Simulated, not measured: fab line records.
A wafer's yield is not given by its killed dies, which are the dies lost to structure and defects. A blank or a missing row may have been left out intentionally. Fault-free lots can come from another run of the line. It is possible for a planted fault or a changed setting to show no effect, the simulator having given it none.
fab line records	flow nandHarc
record lots=6	wafers=18	lastDay=33
route steps=1302 shown THIN_TSV@1253 END@1302
lots that met no fault: taken from a fault-free run of the same line
startH: the number of hours between the record's first day and the start of the first shown wafer of the lot	waitH: hours since the lot's step before	" as in the row above	L1.1+2: several wafers, shown together as one row	- no value, or no start was given	* or withheld: withheld	< > ~ a bound
route shown NAME@n: a module of which the file shows steps, and the number in the route of the first	usual: average and standard deviation across the fault-free wafers	same: alike in all rows	chamber/n: place in a boat	sites: per-site readings	_std_site: how widely they spread, as a standard deviation	_edge_site: the outer-site mean with the inner-site mean subtracted	radiusMm: how far each site lies from the wafer's centre	mask NAME#n: copy n	behind: the last tool/chamber to shape the wafer	hold: reason for holding the lot/hours on hold/outcome of the hold	device: the transistor (n, p or np) that didn't switch	end of line: at the end of the route, the tests of the same wafers	a step without rows: its recipe alone	killed: the dies lost at the first sort to structure and to defects; this is not the yield of the wafer	map: dies across one wafer; x = killed, . = not, _ = none there
set.NAME: the setting the step ran with; set.NAME@STEP: the setting that earlier step ran with	model.NAME: the simulator's own value behind a step, which no gauge read
certain route steps with their lots: each step a table, each wafer a row
services: a tool's chamber out of use, with start hour (startH, from the record's first day; less than 0 if before it), hours out, and reason
## steps
# step NHARC_THIN_TSV_COAT_06
# recipe spinRpm=*
# step NHARC_THIN_TSV_SOFTBAKE_07
# recipe tempC=122	timeS=95
# step NHARC_THIN_TSV_EBR_08
# step NHARC_THIN_TSV_EXPOSE_09
# recipe na=0.55	doseMj=30.7	maskId=TSV
# step NHARC_THIN_TSV_PEB_10
# recipe pebTempC=118	pebTimeS=85
# step NHARC_THIN_TSV_DEVELOP_11
# recipe timeS=70
# step NHARC_THIN_TSV_CD_MEAS_12
# recipe targetCdNm=1000	landingEnergyEv=500
# usual cdNm=999.7/1.3
lot.wafer	tool	chamber	startH	waitH	cdNm
L786.1	cdSem-02	0	539.78	-	999.4
L786.2	"	0	"	"	999.2
L786.6	"	0	"	"	999.4
L793.2	cdSem-02	0	605.27	-	999.8
L793.3	"	0	"	"	1000.4
L793.5	"	0	"	"	999.5
L794.1	cdSem-01	0	606.57	-	998.6
L794.5	"	0	"	"	998.9
L794.6	"	0	"	"	998.8
L802.3	cdSem-02	0	736.14	-	1000.2
L802.4	"	0	"	"	998.6
L802.6	"	0	"	"	1000.1
L805.1	cdSem-03	0	739.80	-	1002.5
L805.3	"	0	"	"	1001.3
L805.4	"	0	"	"	1001.7
L807.1	cdSem-03	0	741.01	-	996.9
L807.4	"	0	"	"	999.7
L807.5	"	0	"	"	998.6
# step NHARC_THIN_TSV_HARDBAKE_13
# recipe tempC=125	timeS=80
# step NHARC_THIN_TSV_DESCUM_14
# recipe timeS=3	o2FlowSccm=200	arFlowSccm=0	biasPowerW=0	chemistry=O2
# usual drypumpMotorCurrentA=5.6/0.44	oesProductAu=0.998/0.0067	rfVppV=58.0/0.81	showerheadPlenumPTorr=1.95/0.068	throttleValvePct=11.311/0.0087
lot.wafer	tool	chamber	startH	waitH	drypumpMotorCurrentA	oesProductAu	rfHoursCounterH	rfVppV	showerheadPlenumPTorr	throttleValvePct
L786.2	rieDiel-08	2	539.95	-	6.0	0.995	0.5	57.9	2.01	11.308
L786.1	"	3	"	"	6.5	0.985	0.7	56.7	1.83	11.324
L786.6	"	2	"	"	6.0	0.993	-	60.9	2.01	11.312
L793.3	rieDiel-09	0	605.44	-	5.4	0.997	7.8	57.3	1.96	11.313
L793.2	"	1	"	"	5.2	1.007	7.6	57.8	1.87	11.315
L793.5	"	3	"	"	5.7	1.000	-	58.0	1.97	11.314
L794.1	rieDiel-09	0	606.75	-	5.5	0.992	8.1	58.2	1.96	11.309
L794.6	"	1	"	"	5.1	1.004	-	57.4	1.87	11.311
L794.5	"	2	"	"	5.2	0.999	-	58.9	1.87	11.320
L802.3	rieDiel-06	3	736.29	-	5.6	0.991	5.5	57.9	1.95	11.315
L802.4	"	2	"	"	6.4	1.000	5.2	59.7	2.05	11.315
L802.6	"	3	"	"	5.6	0.994	-	57.8	1.95	11.307
L805.3	rieDiel-06	1	739.96	-	5.4	0.987	5.1	57.6	1.98	11.311
L805.1	"	2	"	"	6.4	0.997	6.1	57.8	2.05	11.330
L805.4	"	0	"	"	5.8	0.994	5.9	58.6	1.91	11.315
L807.4	rieDiel-09	1	741.18	-	5.1	0.994	4.0	57.7	1.87	11.304
L807.1	"	2	"	"	5.3	0.991	4.1	56.8	1.87	11.318
L807.5	"	3	"	"	5.7	0.996	-	58.3	1.97	11.315
# step NHARC_THIN_TSV_ETCH_44
# recipe targetDepthA=15942	timeS=797.1	cf4FlowSccm=150	o2FlowSccm=10	arFlowSccm=0	rfW=300	biasW=800	chemistry=CF4/O2
# usual biasW=800.4/2.5	drypumpMotorCurrentA=5.6/0.48	oesProductAu=0.999/0.007	rfVppV=796/3.8	showerheadPlenumPTorr=1.86/0.062	throttleValvePct=16.914/0.0094
lot.wafer	tool	chamber	startH	waitH	biasW	drypumpMotorCurrentA	oesProductAu	rfHoursCounterH	rfVppV	showerheadPlenumPTorr	throttleValvePct
L786.1	rieDiel-08	0	540.03	0.1	798.5	5.0	0.999	0.7	793	1.82	16.926
L786.2	"	2	"	"	800.3	5.9	0.995	0.6	798	1.91	16.913
L786.6	"	1	"	"	801.0	5.2	0.994	-	801	1.95	16.905
L793.3	rieDiel-09	2	605.57	0.1	797.5	5.2	0.986	7.2	791	1.79	16.907
L793.2	"	3	"	"	800.7	5.7	0.988	7.1	797	1.88	16.915
L793.5	"	1	"	"	797.7	5.1	1.005	-	793	1.80	16.916
L794.1	rieDiel-09	2	606.87	0.1	799.7	5.3	1.002	7.7	793	1.79	16.906
L794.5	"	1	"	"	802.9	5.1	1.004	-	793	1.80	16.900
L794.6	"	2	"	"	805.7	5.2	0.989	-	791	1.79	16.922
L802.3	rieDiel-06	0	736.43	0.1	798.9	5.8	0.993	4.9	793	1.83	16.896
L802.4	"	1	"	"	797.2	5.4	1.001	4.4	800	1.89	16.909
L802.6	"	0	"	"	800.4	5.8	1.012	-	794	1.83	16.917
L805.3	rieDiel-06	2	740.10	0.1	797.2	6.4	1.009	6.2	802	1.95	16.909
L805.1	"	3	"	"	798.1	5.6	0.992	6.7	796	1.86	16.905
L805.4	"	0	"	"	801.2	5.8	1.007	6.0	795	1.83	16.918
L807.1	rieDiel-09	1	741.31	0.1	796.8	5.1	0.999	4.1	792	1.79	16.908
L807.4	"	2	"	"	802.8	5.3	0.988	4.2	792	1.79	16.896
L807.5	"	0	"	"	801.1	5.4	1.003	-	796	1.87	16.903
# step NHARC_THIN_TSV_ETCH_15
# recipe targetDepthA=30000	boschTargetOveretchCycles=2	boschEtchStepS=2.8	boschDepStepS=1.2	boschCycles=14
# step NHARC_THIN_TSV_CD_MEAS_16
# usual cdNm=999.8/1.4
lot.wafer	tool	chamber	startH	waitH	cdNm
L786.1	cdSem-02	-	540.74	0.1	998.7
L786.2	"	-	"	"	998.4
L786.6	"	-	"	"	998.6
L793.2	cdSem-03	-	606.23	0.1	999.2
L793.3	"	-	"	"	1000.5
L793.5	"	-	"	"	1000.0
L794.1	cdSem-03	-	607.52	0.1	998.7
L794.5	"	-	"	"	999.2
L794.6	"	-	"	"	998.6
L802.3	cdSem-02	-	737.10	0.1	1000.9
L802.4	"	-	"	"	999.3
L802.6	"	-	"	"	1000.3
L805.1	cdSem-03	-	740.76	0.1	1002.8
L805.3	"	-	"	"	1001.5
L805.4	"	-	"	"	1002.1
L807.1	cdSem-01	-	741.97	0.1	996.2
L807.4	"	-	"	"	999.7
L807.5	"	-	"	"	997.6
# step NHARC_THIN_TSV_STRIP_45
# recipe powerW=1500	tempC=250	chemistry=O2
# usual drypumpMotorCurrentA=5.9/0.37	heaterPowerW=307/16
lot.wafer	tool	chamber	startH	waitH	drypumpMotorCurrentA	heaterPowerW	rfHoursCounterH
L786.1	plasmaAsher-01	1	540.82	0.1	6.1	322	8
L786.2	"	0	"	"	5.3	286	8
L786.6	"	1	"	"	6.1	328	-
L793.2	plasmaAsher-01	0	606.35	0.1	5.4	292	23
L793.3	"	1	"	"	6.1	330	-
L793.5	"	0	"	"	5.3	289	-
L794.1	plasmaAsher-01	0	607.94	0.4	5.4	286	24
L794.5	"	1	"	"	6.1	322	-
L794.6	"	0	"	"	5.4	282	-
L802.4	plasmaAsher-02	0	737.26	0.2	6.3	308	-
L802.3	"	1	"	"	6.2	296	-
L802.6	"	1	"	"	6.2	305	-
L805.1	plasmaAsher-01	1	740.83	0.1	6.1	332	12
L805.4	"	1	"	"	6.1	328	-
L805.3	"	0	"	"	5.4	287	-
L807.1	plasmaAsher-02	1	742.09	0.1	6.2	307	29
L807.4	"	0	"	"	6.3	296	-
L807.5	"	0	"	"	6.3	309	-
# step NHARC_THIN_TSV_STRIP_46
# recipe timeS=1200	tempC=72.5	chemistry=postEtchResidueRemover
# step NHARC_THIN_TSV_DEP_47
# recipe targetThkA=2000	tempC=withheld	pressureTorr=6.5	rfW=900	teosFlowSccm=161.4	flowSccm=2650	targetThkNm=200	gas=O2	material=SiO2
# step NHARC_THIN_TSV_ETCHBACK_48
# recipe targetDepthA=10285	overEtchFrac=0.3	timeS=405.17	ionEnergyEv=250	c4f8FlowSccm=withheld	arFlowSccm=withheld	rfW=600	biasW=300	chemistry=C4F8/Ar
# usual biasW=300.0/0.97	oesProductAu=0.95/0.031	rfVppV=547.9/2.6
lot.wafer	tool	chamber	startH	waitH	biasW	oesProductAu	rfHoursCounterH	rfVppV
L786.1	rieDiel-08	0	542.03	-	298.1	0.98	1.1	547.8
L786.2	"	3	"	"	300.7	0.96	0.9	542.9
L786.6	"	1	"	"	299.9	0.96	-	552.7
L793.2	rieDiel-08	0	607.57	-	299.0	0.92	3.5	546.0
L793.3	"	1	"	"	300.5	0.91	3.4	552.6
L793.5	"	2	"	"	299.5	0.92	-	549.8
L794.1	rieDiel-09	2	609.44	-	299.1	0.93	8.1	545.5
L794.5	"	3	"	"	300.6	0.92	-	548.6
L794.6	"	0	"	"	298.4	0.92	-	548.4
L802.4	rieDiel-09	0	738.37	-	300.4	0.97	3.6	547.9
L802.3	"	2	"	"	299.1	0.98	4.0	545.7
L802.6	"	0	"	"	300.1	0.97	-	547.5
L805.3	rieDiel-09	1	742.07	-	300.9	0.92	4.5	544.0
L805.1	"	2	"	"	300.1	0.91	4.4	543.8
L805.4	"	3	"	"	301.8	0.92	3.8	550.1
L807.4	rieDiel-06	3	743.28	-	300.6	0.91	7.4	547.4
L807.1	"	0	"	"	300.6	0.93	6.5	546.7
L807.5	"	3	"	"	300.0	0.93	-	548.9
# step NHARC_THIN_TSV_STRIP_62
# recipe powerW=1500	tempC=250	timeS=20	chemistry=N2/H2
# usual drypumpMotorCurrentA=5.9/0.38	heaterPowerW=307/17
lot.wafer	tool	chamber	startH	waitH	drypumpMotorCurrentA	heaterPowerW	rfHoursCounterH
L786.1	plasmaAsher-01	0	542.39	-	5.4	293	8
L786.2	"	1	"	"	6.1	321	8
L786.6	"	1	"	"	6.1	319	-
L793.2	plasmaAsher-01	1	608.18	-	6.1	308	24
L793.3	"	1	"	"	6.1	317	-
L793.5	"	0	"	"	5.4	290	-
L794.1	plasmaAsher-01	1	609.69	-	6.1	324	24
L794.5	"	1	"	"	6.1	311	-
L794.6	"	0	"	"	5.4	282	-
L802.3	plasmaAsher-01	1	738.77	-	6.1	336	-
L802.4	"	0	"	"	5.4	289	-
L802.6	"	0	"	"	5.4	290	-
L805.1	plasmaAsher-01	1	742.45	-	6.1	328	13
L805.4	"	0	"	"	5.4	288	-
L805.3	"	1	"	"	6.1	332	-
L807.1	plasmaAsher-02	0	743.62	-	6.3	319	29
L807.4	"	0	"	"	6.2	309	-
L807.5	"	0	"	"	6.3	307	-
# step NHARC_THIN_TSV_DEGAS_49
# recipe tempC=300	timeS=120
# step NHARC_THIN_TSV_PRE_CLEAN_50
# recipe timeS=30	tempC=280	gas=H2/He
# step NHARC_THIN_TSV_PVD_19
# recipe targetThkA=200	chamberPressurePa=5	material=TaN
# step NHARC_THIN_TSV_PVD_51
# recipe targetThkA=1000	chamberPressurePa=5	material=Cu
# step NHARC_THIN_TSV_ECD_20
# recipe targetThkA=20000	material=Cu
# step NHARC_THIN_TSV_ANNEAL_52
# recipe tempC=225	timeS=90
# step NHARC_THIN_TSV_CMP_21
# recipe tOverpolishS=30	targetThkNm=2000
# usual motorCurrentA=11.9/1.1	overpolishRunS=30.001/0.009	padLifeWafers=196/120
# same tOverpolishS=30
lot.wafer	tool	chamber	startH	waitH	motorCurrentA	overpolishRunS	padLifeWafers
L786.1	cmp-02	0	544.15	-	11.2	30.002	152
L786.2	"	1	"	"	10.5	30.001	153
L786.6	"	3	"	"	11.2	29.987	-
L793.3	cmp-03	1	609.88	-	11.6	30.012	294
L793.2	"	0	"	"	12.1	30.011	297
L793.5	"	1	"	"	12.7	30.017	-
L794.1	cmp-03	3	611.45	-	11.5	30.005	302
L794.5	"	1	"	"	12.1	30.000	-
L794.6	"	2	"	"	12.7	29.992	-
L802.3	cmp-02	3	740.45	-	11.8	30.007	192
L802.4	"	1	"	"	10.0	30.004	194
L802.6	"	0	"	"	11.1	29.993	-
L805.3	cmp-01	1	744.23	-	10.9	29.993	372
L805.1	"	2	"	"	13.2	30.003	373
L805.4	"	0	"	"	13.6	29.994	375
L807.1	cmp-03	3	745.31	-	11.5	30.010	96
L807.4	"	1	"	"	11.5	30.004	98
L807.5	"	3	"	"	11.0	30.003	-
# step NHARC_THIN_TSV_SRD_23
# step NHARC_THIN_TSV_DEGAS_53
# recipe tempC=300	timeS=60
# step NHARC_THIN_TSV_PRE_CLEAN_54
# recipe timeS=30	tempC=280	gas=H2/He
# step NHARC_THIN_TSV_PVD_55
# recipe targetThkA=500	material=TiN
# step NHARC_THIN_TSV_PVD_24
# recipe targetThkA=8000	powerW=withheld	chamberPressurePa=withheld	substrateTempC=withheld	timeS=withheld	gas=Ar	material=Al
# step NHARC_THIN_TSV_DEHYDRATE_25
# recipe tempC=150	timeS=120
# step NHARC_THIN_TSV_HMDS_26
# recipe timeS=30
# step NHARC_THIN_TSV_COAT_27
# recipe spinRpm=*
# step NHARC_THIN_TSV_SOFTBAKE_28
# recipe tempC=122	timeS=95
# step NHARC_THIN_TSV_EBR_29
# step NHARC_THIN_TSV_EXPOSE_30
# recipe na=0.55	doseMj=11.47	maskId=PAD
# step NHARC_THIN_TSV_PEB_31
# recipe pebTempC=118	pebTimeS=85
# step NHARC_THIN_TSV_DEVELOP_32
# recipe timeS=70
# step NHARC_THIN_TSV_CD_MEAS_33
# recipe targetCdNm=5000	landingEnergyEv=500
# usual cdNm=5000.0/1.4
lot.wafer	tool	chamber	startH	waitH	cdNm
L786.1	cdSem-02	0	545.71	-	5000.6
L786.2	"	0	"	"	4997.2
L786.6	"	0	"	"	4998.1
L793.2	cdSem-01	0	611.47	-	5000.0
L793.3	"	0	"	"	5001.1
L793.5	"	0	"	"	5002.8
L794.1	cdSem-02	0	613.01	-	5001.5
L794.5	"	0	"	"	5000.9
L794.6	"	0	"	"	5001.2
L802.3	cdSem-02	0	742.08	-	5000.0
L802.4	"	0	"	"	4999.5
L802.6	"	0	"	"	4999.5
L805.1	cdSem-01	0	745.83	-	4998.8
L805.3	"	0	"	"	4999.0
L805.4	"	0	"	"	4998.5
L807.1	cdSem-02	0	746.77	-	5000.4
L807.4	"	0	"	"	5000.1
L807.5	"	0	"	"	4999.5
# step NHARC_THIN_TSV_HARDBAKE_34
# recipe tempC=125	timeS=80
# step NHARC_THIN_TSV_DESCUM_35
# recipe timeS=3	o2FlowSccm=200	arFlowSccm=0	biasPowerW=0	chemistry=O2
# step NHARC_THIN_TSV_ETCH_59
# recipe targetDepthA=8800	icpW=900	biasW=100	Cl2_flow_sccm=60	bcl3FlowSccm=30	timeS=138.1	chemistry=Cl2/BCl3
# step NHARC_END_SORT_01
# recipe tempC=25
# usual defectLimitedYield=92.3/2.2	killedAtArray=47/14	killedAtOther=0.5/0.72	killedAtPeriphery=4/3.1	killedDies=52/15	killedOpen=3.2/1.9	killedShort=2.4/1.7	sort_bin_2_pct=2.7/1.1	sort_bin_3_pct=0.6/0.34	sort_bin_4_pct=4.4/1.3	sortNPass=625/15	sortRimYieldPct=90/4.3	sortYieldPct=92.3/2.2
# same grossDies=677	sort_bin_5_pct[%]=0	sort_bin_6_pct[%]=0	sort_bin_7_pct[%]=0	sort_bin_8_pct[%]=0	sortRimNGross=106.00
lot.wafer	tool	chamber	startH	waitH	defectLimitedYield[%]	killedAtArray	killedAtOther	killedAtPeriphery	killedDies	killedOpen	killedShort	sort_bin_2_pct[%]	sort_bin_3_pct[%]	sort_bin_4_pct[%]	sortNPass	sortRimYieldPct[%]	sortYieldPct[%]
L786.1	prober-02	0	552.16	2.5	89.2	66	2	5	73	4	4	4.1	0.6	6.1	604	83	89.2
L786.2	prober-02	0	552.96	2.8	90.0	63	0	5	68	4	3	3.8	1.0	5.2	609	83	90.0
L786.6	prober-02	0	556.14	4.0	91.9	47	1	7	55	8	3	2.7	0.4	5.0	622	88	91.9
L794.1	prober-02	0	620.62	2.5	77.4	57	94	2	153	4	3	8.3	4.4	9.9	524	84	77.4
L794.5	prober-02	0	623.82	3.7	76.7	56	97	5	158	4	0	8.1	5.6	9.6	519	91	76.7
L794.6	prober-02	0	624.62	4.0	80.6	33	92	6	131	1	2	7.4	5.6	6.4	546	84	80.6
L793.2	prober-01	0	621.37	2.8	75.5	65	98	3	166	4	8	10.2	5.8	8.6	511	80	75.5
L793.3	prober-01	0	622.17	3.1	79.8	50	84	3	137	3	1	8.3	6.4	5.6	540	91	79.8
L793.5	prober-01	0	623.76	3.7	75.6	71	92	2	165	3	4	12.4	5.9	6.1	512	79	75.6
L802.3	prober-02	0	770.45	3.1	92.9	47	0	1	48	2	0	2.5	0.7	3.8	629	88	92.9
L802.4	prober-02	0	771.24	3.4	92.6	48	0	2	50	1	0	2.4	0.9	4.1	627	85	92.6
L802.6	prober-02	0	772.82	4.0	89.7	69	0	1	70	4	7	4.1	0.6	5.6	607	85	89.7
L805.1	prober-01	0	782.00	2.5	92.8	36	2	11	49	4	0	1.0	1.2	5.0	628	83	92.8
L805.3	prober-01	0	783.62	3.1	90.3	62	1	3	66	3	2	4.4	0.7	4.6	611	85	90.3
L805.4	prober-01	0	784.43	3.4	94.8	31	0	4	35	2	3	1.5	0.7	3.0	642	85	94.8
L807.1	prober-02	0	784.42	2.5	92.3	48	1	3	52	2	2	2.4	0.9	4.4	625	87	92.3
L807.4	prober-02	0	786.79	3.4	93.1	43	1	3	47	4	0	3.0	0.4	3.5	630	92	93.1
L807.5	prober-02	0	787.58	3.7	91.9	48	2	5	55	4	3	2.7	0.6	4.9	622	89	91.9
# killed by level:class
L786.1 A_CHANNEL_HOLE_D2:chamberFilmFlake=34 A_SLIT:chamberFilmFlake=11 A_STAIRCASE:chamberFilmFlake=9 A_CONTACT:chamberFilmFlake=4 A_CHANNEL_HOLE_D1:geometricParticle:short=2 P_CONTACT:geometricParticle:short=1 P_CONTACT:geometricParticle:open=1 A_SGD_CUT:geometricParticle:open=1
L786.2 A_SLIT:chamberFilmFlake=24 A_CHANNEL_HOLE_D2:chamberFilmFlake=22 A_CHANNEL_HOLE_D1:chamberFilmFlake=3 A_STAIRCASE:chamberFilmFlake=3 P_M0:geometricParticle:open=2 A_WL_FILL:geometricParticle:short=2 P_GATE:chamberFilmFlake=2 A_CHANNEL_FILL_D2:chamberFilmFlake=2
L786.6 A_CHANNEL_HOLE_D2:chamberFilmFlake=19 A_SLIT:chamberFilmFlake=8 A_STAIRCASE:chamberFilmFlake=4 A_CONTACT:chamberFilmFlake=4 P_GATE:chamberFilmFlake=3 A_ONON_D1:geometricParticle:open=2 A_BLC:geometricParticle:open=2 P_M0:chamberFilmFlake=2
L794.1 THIN_TSV:unspecified=93 A_CHANNEL_HOLE_D2:chamberFilmFlake=32 A_CHANNEL_FILL_D2:chamberFilmFlake=5 A_CHANNEL_HOLE_D1:chamberFilmFlake=4 A_CONTACT:chamberFilmFlake=4 A_ZERO_WELL:chamberFilmFlake=2 A_SLIT:chamberFilmFlake=2 A_CHANNEL_FILL_D1:geometricParticle:open=1
L793.2 THIN_TSV:unspecified=95 A_CHANNEL_HOLE_D1:chamberFilmFlake=34 A_SLIT:chamberFilmFlake=16 A_CHANNEL_FILL_D2:geometricParticle:short=3 THIN_TSV:chamberFilmFlake=3 A_ONON_D2:geometricParticle:short=2 A_CONTACT:chamberFilmFlake=2 P_M0:geometricParticle:short=1
L793.3 THIN_TSV:unspecified=82 A_CHANNEL_HOLE_D1:chamberFilmFlake=29 A_SLIT:chamberFilmFlake=9 A_CHANNEL_HOLE_D2:chamberFilmFlake=4 A_M1:chamberFilmFlake=4 P_ZERO_WELL:chamberFilmFlake=2 THIN_TSV:chamberFilmFlake=2 A_DECK1_JOINT:geometricParticle:open=1
L793.5 THIN_TSV:unspecified=90 A_CHANNEL_HOLE_D1:chamberFilmFlake=34 A_SLIT:chamberFilmFlake=19 A_CHANNEL_HOLE_D2:chamberFilmFlake=8 A_CHANNEL_FILL_D2:geometricParticle:short=2 P_M2:chamberFilmFlake=2 A_WL_FILL:chamberFilmFlake=2 THIN_TSV:chamberFilmFlake=2
L794.5 THIN_TSV:unspecified=97 A_CHANNEL_HOLE_D2:chamberFilmFlake=45 A_ONON_D2:geometricParticle:open=2 P_ZERO_WELL:chamberFilmFlake=2 P_M2:chamberFilmFlake=2 A_STAIRCASE:chamberFilmFlake=2 A_SLIT:chamberFilmFlake=2 P_CONTACT:geometricParticle:open=1
L794.6 THIN_TSV:unspecified=91 A_CHANNEL_HOLE_D2:chamberFilmFlake=21 A_CHANNEL_HOLE_D1:chamberFilmFlake=4 P_ZERO_WELL:chamberFilmFlake=3 A_CHANNEL_FILL_D2:chamberFilmFlake=3 P_CONTACT:geometricParticle:short=1 A_CHANNEL_FILL_D2:geometricParticle:open=1 A_CHANNEL_FILL_D2:geometricParticle:short=1
L802.3 A_SLIT:chamberFilmFlake=23 A_CHANNEL_HOLE_D2:chamberFilmFlake=8 A_CONTACT:chamberFilmFlake=7 A_CHANNEL_HOLE_D1:chamberFilmFlake=5 A_STAIRCASE:chamberFilmFlake=2 A_SOURCE_PLATE:geometricParticle:open=1 A_ONON_D2:geometricParticle:open=1 P_GATE:chamberFilmFlake=1
L802.4 A_CHANNEL_HOLE_D2:chamberFilmFlake=23 A_SLIT:chamberFilmFlake=12 A_CONTACT:chamberFilmFlake=6 A_CHANNEL_HOLE_D1:chamberFilmFlake=3 A_M0:geometricParticle:open=1 P_STI:chamberFilmFlake=1 P_GATE:chamberFilmFlake=1 A_CHANNEL_FILL_D1:chamberFilmFlake=1
L802.6 A_CHANNEL_HOLE_D2:chamberFilmFlake=27 A_SLIT:chamberFilmFlake=10 A_CONTACT:chamberFilmFlake=10 A_CHANNEL_HOLE_D1:chamberFilmFlake=5 A_M0:chamberFilmFlake=3 A_DECK1_JOINT:geometricParticle:short=2 A_ONON_D2:geometricParticle:open=2 A_WL_FILL:geometricParticle:short=2
L805.1 A_SLIT:chamberFilmFlake=10 A_CHANNEL_HOLE_D1:chamberFilmFlake=9 A_CHANNEL_HOLE_D2:chamberFilmFlake=9 P_M2:chamberFilmFlake=5 A_CONTACT:chamberFilmFlake=4 P_GATE:chamberFilmFlake=3 P_M0:geometricParticle:open=2 A_STAIRCASE:chamberFilmFlake=2
L805.3 A_SLIT:chamberFilmFlake=20 A_CHANNEL_HOLE_D2:chamberFilmFlake=16 A_CHANNEL_HOLE_D1:chamberFilmFlake=10 A_CONTACT:chamberFilmFlake=8 A_ONON_D2:geometricParticle:open=1 A_ONON_D2:geometricParticle:short=1 A_WL_FILL:geometricParticle:open=1 A_WL_FILL:geometricParticle:short=1
L807.1 A_CHANNEL_HOLE_D2:chamberFilmFlake=24 A_SLIT:chamberFilmFlake=8 A_CHANNEL_HOLE_D1:chamberFilmFlake=7 A_CONTACT:chamberFilmFlake=3 A_STAIRCASE:chamberFilmFlake=2 P_STI:geometricParticle:short=1 A_DECK1_JOINT:geometricParticle:short=1 A_STAIRCASE:geometricParticle:open=1
L805.4 A_SLIT:chamberFilmFlake=11 A_CHANNEL_HOLE_D2:chamberFilmFlake=5 A_CHANNEL_HOLE_D1:chamberFilmFlake=4 A_CONTACT:chamberFilmFlake=3 A_WL_FILL:geometricParticle:short=2 P_M2:chamberFilmFlake=2 A_STAIRCASE:chamberFilmFlake=2 A_BLC:chamberFilmFlake=2
L807.4 A_CHANNEL_HOLE_D2:chamberFilmFlake=17 A_CHANNEL_HOLE_D1:chamberFilmFlake=9 A_SLIT:chamberFilmFlake=7 A_STAIRCASE:chamberFilmFlake=3 A_CONTACT:chamberFilmFlake=2 A_DECK1_JOINT:geometricParticle:open=1 A_CHANNEL_HOLE_D2:geometricParticle:open=1 A_SGD_CUT:geometricParticle:open=1
L807.5 A_CHANNEL_HOLE_D2:chamberFilmFlake=29 A_CHANNEL_HOLE_D1:chamberFilmFlake=6 A_SLIT:chamberFilmFlake=4 A_CONTACT:chamberFilmFlake=3 THIN_TSV:chamberFilmFlake=2 P_STI:geometricParticle:open=1 P_GATE:geometricParticle:short=1 A_DECK1_JOINT:geometricParticle:open=1
# map L793.2 (x killed, . not)
____________.____________
_________......._________
_______..........._______
______.............______
_____..............._____
____............x....____
____.................____
___.......x...........___
___...................___
__.....................__
__.x......x............__
_.......x..x............_
_....xx.x.x............x_
_....x.xxxx.....xx.x...._
_....xx.xx..x..........._
_......xxxxx..........x._
....x.xxx................
.....x.x..xx.....x.......
...x..xxxx.......x.x.....
........xx........x.xxx..
......x..........xxxxx...
_...x.x.x.....xxxxxxxxx._
_..............xxxxxxxxx_
_..............xxxxxxxxx_
_..x..........xxxxxxxxxx_
_xxx...........xxxxxxxxx_
__xx.x.........xxxxxxxx__
__x...........x.xxxxxxx__
___xxx.........xxxxxxx___
___xxx.......x..xxxxxx___
____xxx.........xxxxx____
____x...x........xxx.____
_____..............._____
______...x.........______
_______........x.._______
_________......._________
____________.____________
# map L794.5 (x killed, . not)
____________.____________
_________......._________
_______..........._______
______.............______
_____..............._____
____...............x.____
____.................____
___................x..___
___...................___
__.......x.............__
__.....x.xx............__
_....................x.._
_....xx.xxx............._
_....xxxx.......x......._
_...x..xxxx.x....x......_
_......xxxxxx..........._
.....xxxxxxx.............
......xxxxx..............
......x.xx.x.............
.......xxxx.............x
........xxx.x............
_x.............x.x......_
_.............xxxx.x...._
_.x........x.xxxxxxx...._
_..........x.xxxxxxx...._
_.........x.xxxxxxxx...._
__..........xxxxxxxxx..__
__.........xxxxxxxx.x..__
___.........xxxxxxxx..___
___.......xxxxxxxxxx..___
____.......xxxxxxxxxx____
____........xxxxxxxx.____
_____.x......xxxxx.._____
______.....x..x.x.x______
_______...x..x.xxx_______
_________......._________
____________.____________
## services
tool	chamber	startH	hours	kind
rieDiel-08	-	520.80	9.0	pm
cmp-03	-	530.29	4.0	pm
rieDiel-06	1	535.57	6.8	repair
rieDiel-09	-	536.62	0.5	repair
cmp-03	-	545.37	6.6	repair
plasmaAsher-02	-	579.00	9.0	pm
cmp-02	-	584.88	3.1	repair
rieDiel-06	0	585.90	14.8	repair
rieDiel-06	2	585.93	2.6	repair
rieDiel-06	3	588.93	5.8	repair
plasmaAsher-02	-	595.33	0.4	repair
plasmaAsher-02	-	605.27	6.7	repair
cmp-03	-	625.03	0.8	repair
cmp-03	-	628.29	4.0	pm
rieDiel-08	-	636.21	1.3	repair
rieDiel-06	-	637.23	9.0	pm
rieDiel-09	-	650.15	9.0	pm
cmp-03	-	663.34	1.0	repair
rieDiel-09	3	671.76	6.7	repair
plasmaAsher-01	-	672.75	9.0	pm
rieDiel-06	2	685.64	4.8	repair
rieDiel-06	1	696.47	6.1	repair
rieDiel-08	-	697.80	9.0	pm
cmp-03	-	726.29	4.0	pm
## key
firstSign step=NHARC_END_SORT_01	reading=killedAtOther	direction=up	sigmas=92	usual=0.5	struck=92.8
effect step=NHARC_END_SORT_01	reading=defectLimitedYield	direction=down	sigmas=6.6	usual=92.3	struck=77.6
moreKillsBornAt NHARC_THIN_TSV_STRIP_45@plasmaAsher-01=548
metAt NHARC_THIN_TSV_STRIP_45
struckWafers L793.2,L793.3,L793.5,L794.1,L794.5,L794.6
onsetBetween 540.82 606.35
fault kind=chamberParticleSource	tool=plasmaAsher-01	chamber=-	onsetH=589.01	steps=NHARC_THIN_TSV_STRIP_45	ratePerVisitCm2=1.426	endH=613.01
